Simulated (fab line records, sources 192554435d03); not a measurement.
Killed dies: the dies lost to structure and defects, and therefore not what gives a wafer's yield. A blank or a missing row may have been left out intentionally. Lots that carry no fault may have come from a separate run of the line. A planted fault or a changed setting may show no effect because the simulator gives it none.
fab line records | flow n5Finfet
[record] lots = 4 wafers = 12 lastDay = 16
route steps=1938 shown PMOS_HMC_CHANNEL_EPI@83 FIN_SAQP@90 FIN_CUT@174 STI_FIN_REVEAL@197 PASSIVATION@1936
lots that met no fault: from a run of the same line without faults
startH: start of the lot's first displayed wafer, in hours after the record's first day | waitH: hours from the lot's prior step to this one | " as in the row above | L1.1+2: a single row standing in for several wafers | - no value present, or no start provided | * or withheld: withheld | < > ~ a bound
route shown NAME@n: names a module that has steps shown in the file, with the first one's number in the route | usual: mean/standard deviation of fault-free wafers | same: alike in all rows | chamber/n: place in a boat | sites: each site's reading | _std_site: the standard deviation of these | _edge_site: inner sites' mean taken away from outer sites' mean | radiusMm: for every site, how far away it sits from the centre of the wafer | mask NAME#n: copy n | behind: the tool/chamber that last shaped the wafer | hold: why the lot was held/for how many hours/how that ended | device: whichever transistor did not switch (one of n, p or np) | end of line: tests run on the same wafers once the route is complete | for a step that has no rows: nothing shown but its recipe | killed: the dies lost at the first sort to structure and to defects; this is not the yield of the wafer | map: shows each die of a wafer: x if killed, . if not, _ if none is there
set.NAME: the setting as run; set.NAME@STEP: as run at that earlier step | model.NAME: the simulator's own value behind a step, which no gauge read
lots seen at some steps along the route; tables by step, rows by wafer
services: from which hour (startH, from the record's first day; less than 0 if before it) a tool's chamber was out of use, for how many hours, and why
[[steps]]
[step N5_PMOS_HMC_CHANNEL_EPI_PRECLEAN_40]
[recipe] chemistry = DHF timeS = 30 tempC = 25 dilution = withheld
[step N5_PMOS_HMC_CHANNEL_EPI_PRECLEAN_37]
[recipe] chemistry = O3/DIW timeS = 45 tempC = 22 o3Ppm = 10
[step N5_PMOS_HMC_CHANNEL_EPI_PRECLEAN_24]
[recipe] chemistry = DHF timeS = 30 tempC = 25 dilution = withheld
[step N5_PMOS_HMC_CHANNEL_EPI_SRD_25]
[recipe] dry = ipaMarangoni doPpb = 5 timeS = 30 tempC = 23 rinseLiquid = diw
[step N5_PMOS_HMC_CHANNEL_EPI_EPI_26]
[recipe] material = Si targetThkA = 38 tempC = 650 precursor = SiH4/H2 pressureTorr = 20 timeS = 22.7
[step N5_FIN_SAQP_PRECLEAN_42]
[recipe] chemistry = O3/DIW timeS = 60 tempC = 22 o3Ppm = 10
[step N5_FIN_SAQP_PRECLEAN_00]
[recipe] chemistry = SC1 timeS = 60 tempC = 55 mix = 1:2:50
[step N5_FIN_SAQP_PRECLEAN_44]
[recipe] chemistry = SC2 timeS = 45 tempC = 35 mix = 1:1:50
[step N5_FIN_SAQP_SRD_01]
[recipe] dry = ipaMarangoni timeS = 30 tempC = 23 rinseLiquid = diw
[step N5_FIN_SAQP_ALD_61]
[recipe] material = SiO2 targetThkA = 40 tempC = 300 aldPrecursorFamily = BDEAS aldCoReactant = O2-plasma pulseTimeS = 1 purgeTimeS = 2 coReactantPurgeTimeS = 2 aldCycles = 43 pressureTorr = 2
[usual] aldCycles = 43/0 heaterPowerOuterW = 268/26 heaterPowerW = 476/49 precursorPulseHeightRel = 1.002/0.019
// columns lot.wafer tool chamber startH waitH aldCycles heaterPowerOuterW heaterPowerW precursorPulseHeightRel model.SiO2_of_FIN_SAQP_ALD_61.thkNm
L540.1 aldSin-04 3 21.06 0.4 43 239 448 0.994 4.003
L540.2 " 2 " " 43 279 482 1.011 3.989
L540.6 " 2 " " 43 278 487 0.984 3.997
L553.4 aldSin-04 0 101.96 0.0 43 249 452 1.016 3.975
L553.5 " 2 " " 43 285 485 1.017 3.965
L553.6 " 1 " " 54 262 461 1.009 4.976
L554.2 aldSin-04 1 105.93 1.4 54 262 455 1.003 4.989
L554.3 " 0 " " 43 249 441 1.004 3.992
L554.6 " 2 " " 43 282 479 1.012 3.977
L560.1 aldSin-02 0 140.35 0.0 43 307 493 1.021 4.014
L560.3 " 3 " " 43 321 630 1.035 4.025
L560.5 " 0 " " 43 310 483 0.987 4.029
[step N5_FIN_SAQP_DENSIFY_62]
[recipe] tempC = 700 timeS = 60 ambient = N2 idleTempC = 600 rampUpCPerS = 150 rampDownCPerS = 60 coolToC = 600
[step N5_FIN_SAQP_HM_DEP_03]
[recipe] material = SiNx targetThkA = 380 tempC = 400 precursor = SiH4/NH3/N2 pressureTorr = 1.5 rfW = 300 timeS = 33.6
[step N5_FIN_SAQP_PECVD_47]
[recipe] material = a-Si targetThkA = 450 tempC = 400 precursor = SiH4/He pressureTorr = 3 rfW = 100 timeS = 36.3
[step N5_FIN_SAQP_PECVD_48]
[recipe] material = SiNx targetThkA = 250 tempC = 400 precursor = SiH4/NH3/N2 pressureTorr = 1.5 rfW = 300 timeS = 22.1
[step N5_FIN_SAQP_PECVD_06]
[recipe] material = a-Si targetThkA = 600 tempC = 400 precursor = SiH4/He pressureTorr = 3 rfW = 100 timeS = 48.1
[step N5_FIN_SAQP_HM_DEP_72]
[recipe] material = SiO2 targetThkA = 120 tempC = 400 precursor = SiH4/N2O pressureTorr = 0.75 rfW = 275 timeS = 7.2
[step N5_FIN_SAQP_COAT_49]
[recipe] resist = SOC tempC = 250 timeS = 60 spinRpm = 1500 resistThkNm = 100
[step N5_FIN_SAQP_COAT_50]
[recipe] resist = SiARC tempC = 220 timeS = 60 spinRpm = 1500 resistThkNm = 35
[step N5_FIN_SAQP_COAT_10]
[recipe] resist = CAR-ArF spinRpm = 1500 resistThkNm = 90
[step N5_FIN_SAQP_EBR_12]
[recipe] solvent = PGMEA ebrWidthMm = 1.5
[step N5_FIN_SAQP_SOFTBAKE_11]
[recipe] tempC = 110 timeS = 60 resist = CAR-ArF
[step N5_FIN_SAQP_EXPOSE_13]
[recipe] maskId = FIN_CORE na = 1.35 sourceShape = dipole sigmaInner = 0.538 sigmaOuter = 0.738 polarization = te targetCdNm = 35.6 doseMj = 63.25
[step N5_FIN_SAQP_PEB_14]
[recipe] pebTempC = withheld pebTimeS = 60 resist = CAR-ArF
[step N5_FIN_SAQP_DEVELOP_15]
[recipe] developTimeS = 30 developer = TMAH resist = CAR-ArF devTempC = 23 rinseLiquid = diw dry = airSpin
[step N5_FIN_SAQP_DESCUM_21]
[recipe] chemistry = O2 timeS = 7.9 sourcePowerW = 50 biasPowerW = 20 pressureMtorr = 20 rfFrequencyHz = 2.712e+07 tempC = 40 resist = CAR-ArF o2FlowSccm = 225
[step N5_FIN_SAQP_ETCH_51]
[recipe] chemistry = CF4 target = SiARC targetDepthA = 455 maskMaterial = CAR-ArF timeS = 75.8 ionEnergyEv = 80 pressureMtorr = 40 sourceW = 545 biasW = 36 Ar_flow_sccm = 100 cf4FlowSccm = 100 ends = cleared
[step N5_FIN_SAQP_ETCH_52]
[recipe] chemistry = N2/H2 target = SOC targetDepthA = 1000 overetchA = 200 maskMaterial = SiARC tempC = 40 timeS = 150 ionEnergyEv = 200 pressureMtorr = 30 sourceW = 840 biasW = 150 n2FlowSccm = 200 h2FlowSccm = 200 ends = endPoint
[step N5_FIN_SAQP_STRIP_53]
[recipe] chemistry = N2/H2 tempC = 40 n2FlowSccm = 200 h2FlowSccm = 200 rfFrequencyHz = 6e+07
[step N5_FIN_SAQP_HM_OPEN_73]
[recipe] chemistry = CHF3/O2 target = SiO2 stopOn = a-Si targetDepthA = 120 overEtchFrac = 1.8 maskMaterial = SOC timeS = 16.8 pressureMtorr = 30 sourceW = 650 biasW = 170 Ar_flow_sccm = 200 CHF3_flow_sccm = 50 O2_flow_sccm = 5 ionEnergyEv = 200 ends = endPoint
[step N5_FIN_SAQP_STRIP_74]
[recipe] chemistry = CHF3/O2 resist = SiARC rfFrequencyHz = 6e+07
[step N5_FIN_SAQP_MANDREL_ETCH_22]
[recipe] targetDepthA = 600 chemistry = HBr/Cl2 target = a-Si stopOn = SiNx btTimeS = 10 overEtchFrac = 0.5 timeS = 30 pressureMtorr = 10 icpW = 800 biasW = 75 HBr_flow_sccm = 150 Cl2_flow_sccm = 80 ends = endPoint
[step N5_FIN_SAQP_STRIP_55]
[recipe] chemistry = N2/H2 powerW = 500 tempC = 40 pressureMtorr = 50 rfFrequencyHz = 6e+07 overashFraction = 0.3 biasPowerW = 28 h2Frac = 0.5 n2FlowSccm = 300 h2FlowSccm = 300
[step N5_FIN_SAQP_STRIP_23]
[recipe] chemistry = SPM timeS = 750 tempC = 130 h2so4H2o2VolRatio = 4
[step N5_FIN_SAQP_SRD_66]
[recipe] dry = ipaMarangoni timeS = 30 tempC = 23 rinseLiquid = diw
[step N5_FIN_CUT_CUT_ETCH_27]
[recipe] chemistry = CHF3/O2 target = SiO2 targetDepthA = 40 maskMaterial = SOC overetchA = 20 timeS = 4.9 pressureMtorr = 30 sourceW = 650 biasW = 170 Ar_flow_sccm = 200 CHF3_flow_sccm = 50 O2_flow_sccm = 5 ionEnergyEv = 200
[usual] CHF3_flow_sccm = 50.02/0.17 biasW = 170.0/0.45 drypumpMotorCurrentA = 5.6/0.36 oes_ar_750_au = 0.79/0.087 oesProductAu = 0.63/0.074 rfVppV = 523/11 showerheadPlenumPTorr = 2.47/0.054 throttleValvePct = 18.77/0.19
// columns lot.wafer tool chamber startH waitH CHF3_flow_sccm biasW drypumpMotorCurrentA oes_ar_750_au oesProductAu rfHoursCounterH rfVppV showerheadPlenumPTorr throttleValvePct model.etch.depthNm
L540.1 rieDiel-04 2 27.61 0.0 50.13 169.8 6.0 0.71 0.55 209 514 2.47 19.07 4.003
L540.2 " 0 " " 50.09 169.7 5.4 0.77 0.62 120 521 2.52 18.80 3.989
L540.6 " 2 " " 49.91 170.0 6.0 0.71 0.56 - 513 2.47 19.07 3.997
L553.4 rieDiel-05 3 110.52 0.0 49.85 169.5 5.8 0.70 0.57 - 519 2.51 18.78 3.975
L553.5 " 0 " " 50.07 170.3 5.0 0.75 0.57 - 517 2.51 18.77 3.965
L553.6 " 1 " " 50.03 169.1 5.6 0.90 0.81 - 514 2.48 18.72 4.976
L554.2 rieDiel-05 3 113.69 0.0 49.68 170.1 5.7 0.70 0.64 237 518 2.51 18.78 4.989
L554.3 " 0 " " 50.28 169.5 5.0 0.74 0.57 192 518 2.51 18.77 3.992
L554.6 " 3 " " 49.88 170.4 5.8 0.70 0.56 - 519 2.51 18.76 3.977
L560.1 rieDiel-01 0 147.53 0.0 50.34 169.9 5.6 0.70 0.56 229 515 2.38 18.95 4.014
L560.3 " 1 " " 50.21 170.1 5.7 0.83 0.69 48 533 2.53 18.72 4.025
L560.5 " 2 " " 49.93 169.5 5.8 0.91 0.71 - 524 2.37 18.99 4.029
[step N5_STI_FIN_REVEAL_STRIP_16]
[recipe] chemistry = H3PO4 material = SiNx tempC = 165 targetDepthA = 238 overetchFraction = 0.4964 dry = ipaMarangoni
// columns lot.wafer tool chamber startH waitH model.SiO2_of_FIN_SAQP_ALD_61.thkNm
L540.1+2+6 wetBench-05 0,2,7 35.62 1.1 3.8
L553.4 wetBench-02 1 118.82 0.6 3.8
L553.5 " 2 " " 3.6
L553.6 " 4 " " 4.8
L554.2 wetBench-02 2 121.97 1.1 4.8
L554.3+6 " 7,6 " " 3.8
L560.1+3+5 wetBench-02 7,1,0 155.85 1.1 3.8
[step N5_PASSIVATION_PROBE_49]
[usual] killed_at_M0_to_M3 = 34/8.9 killed_at_M4_up = 13/4.6 killedAtContacts = 12/5.5 killedAtFrontEnd = 41/11 killedAtOther = 3.1/2.9 killedDies = 102/16 killedOnRim = 13/4.2 killedOpen = 66/11 killedShort = 34/7.6
[same] grossDies = 1180 killedAtBackSide = 0
// columns lot.wafer tool chamber startH waitH killed_at_M0_to_M3 killed_at_M4_up killedAtContacts killedAtFrontEnd killedAtOther killedDies killedOnRim killedOpen killedShort
L540.1 prober-02 - 264.46 0.0 35 8 20 45 5 113 11 74 39
L540.2 prober-02 - 264.51 0.1 29 13 8 45 3 98 15 53 45
L540.6 prober-02 - 264.71 0.3 42 5 22 37 4 110 18 68 41
L553.4 prober-02 - 346.37 0.2 34 20 11 28 3 96 9 66 29
L560.3 prober-01 - 381.01 0.1 26 13 15 59 1 114 11 74 35
// killed by level:class
L540.1 MOL_CONTACT_COAG:geometricParticle:open=16 BEOL_M3:geometricParticle:open=11 STI_FIN_REVEAL:geometricParticle:open=9 ILD0:geometricParticle:short=9 BEOL_M0_SAQP:geometricParticle:open=8 GATE_CUT:geometricParticle:short=6 ILD0:geometricParticle:open=6 BEOL_M0_SAQP:geometricParticle:short=6
L540.2 FIN_SAQP:geometricParticle:short=10 BEOL_M0_SAQP:geometricParticle:open=9 GATE_CUT:geometricParticle:short=7 MOL_CONTACT_COAG:geometricParticle:open=7 FIN_SAQP:geometricParticle:open=6 BEOL_M0_SAQP:geometricParticle:short=6 BEOL_M2:geometricParticle:short=5 BEOL_M2:geometricParticle:open=5
L540.6 MOL_CONTACT_COAG:geometricParticle:open=16 FIN_SAQP:geometricParticle:short=15 BEOL_M1:geometricParticle:open=10 BEOL_M2:geometricParticle:open=10 BEOL_M3:geometricParticle:open=9 MOL_CONTACT_COAG:geometricParticle:short=6 BEOL_M0_SAQP:geometricParticle:open=5 FIN_SAQP:geometricParticle:open=4
L553.4 MOL_CONTACT_COAG:geometricParticle:open=10 BEOL_M0_SAQP:geometricParticle:open=10 FIN_SAQP:geometricParticle:open=9 BEOL_M1:geometricParticle:open=9 STI_FIN_REVEAL:geometricParticle:open=6 BEOL_M2:geometricParticle:open=6 BEOL_M0_SAQP:geometricParticle:short=5 BEOL_M6:geometricParticle:open=5
L560.3 STI_FIN_REVEAL:geometricParticle:open=23 MOL_CONTACT_COAG:geometricParticle:open=10 DUMMY_GATE:geometricParticle:open=8 BEOL_M0_SAQP:geometricParticle:short=7 STI_FIN_REVEAL:geometricParticle:short=6 MOL_CONTACT_COAG:geometricParticle:short=5 BEOL_M0_SAQP:geometricParticle:open=5 HKMG_FIN:areaEtch=5
[[services]]
// columns tool chamber startH hours kind
aldSin-04 1 1.94 3.7 repair
aldSin-04 0 7.75 - clean
aldSin-04 1 7.75 - clean
aldSin-04 2 7.75 - clean
aldSin-04 3 7.75 - clean
rieDiel-05 1 25.35 - clean
rieDiel-05 1 25.35 - consumableReplace:focusRing
rieDiel-05 1 25.35 22.3 scheduledDown
rieDiel-05 1 25.35 22.3 ventCycle
aldSin-02 0 35.63 3.5 repair
aldSin-02 1 37.15 4.9 repair
rieDiel-05 - 42.56 2.8 pm
rieDiel-04 3 44.36 6.6 repair
rieDiel-05 0 48.06 8.5 repair
rieDiel-04 3 51.82 4.5 repair
aldSin-02 0 53.79 8.8 repair
rieDiel-01 2 78.79 3.0 repair
aldSin-02 - 87.00 14.0 pm
rieDiel-05 2 97.64 - clean
rieDiel-01 - 100.88 0.9 repair
aldSin-04 3 118.43 18.7 repair
rieDiel-04 0 135.51 2.6 repair
rieDiel-04 2 137.67 9.0 repair
rieDiel-05 3 154.00 3.5 repair
[[key]]
[firstSign] step = N5_FIN_SAQP_ALD_61 reading = aldCycles direction = up sigmas = 99+ usual = * struck = *
effect none on later readings
[modelEffect] step = N5_FIN_SAQP_ALD_61 value = SiO2_of_FIN_SAQP_ALD_61.thkNm without = 3.959 struck = 4.982
[modelEffect] step = N5_FIN_CUT_CUT_ETCH_27 value = etch.depthNm without = 3.959 struck = 4.982
[modelEffect] step = N5_STI_FIN_REVEAL_STRIP_16 value = SiO2_of_FIN_SAQP_ALD_61.thkNm without = 3.7 struck = 4.8
metAt N5_FIN_SAQP_ALD_61
struckWafers L553.6,L554.2
testerLeftOut L553,L554
[fault] kind = processParameterDrift tool = aldSin-04 chamber = 1 onsetH = 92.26 steps = N5_FIN_SAQP_ALD_61 channel = aldCycles offset = * shape = step endH = 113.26 actsIn = * stated = *
// testerLeftOut: of these lots the tester's yield and bins aren't shown, on N5 and GAA mostly nor the transistor test; their killed dies are dies lost to structure and defects alone, not to doping, threshold or leakage, so they don't give the yield
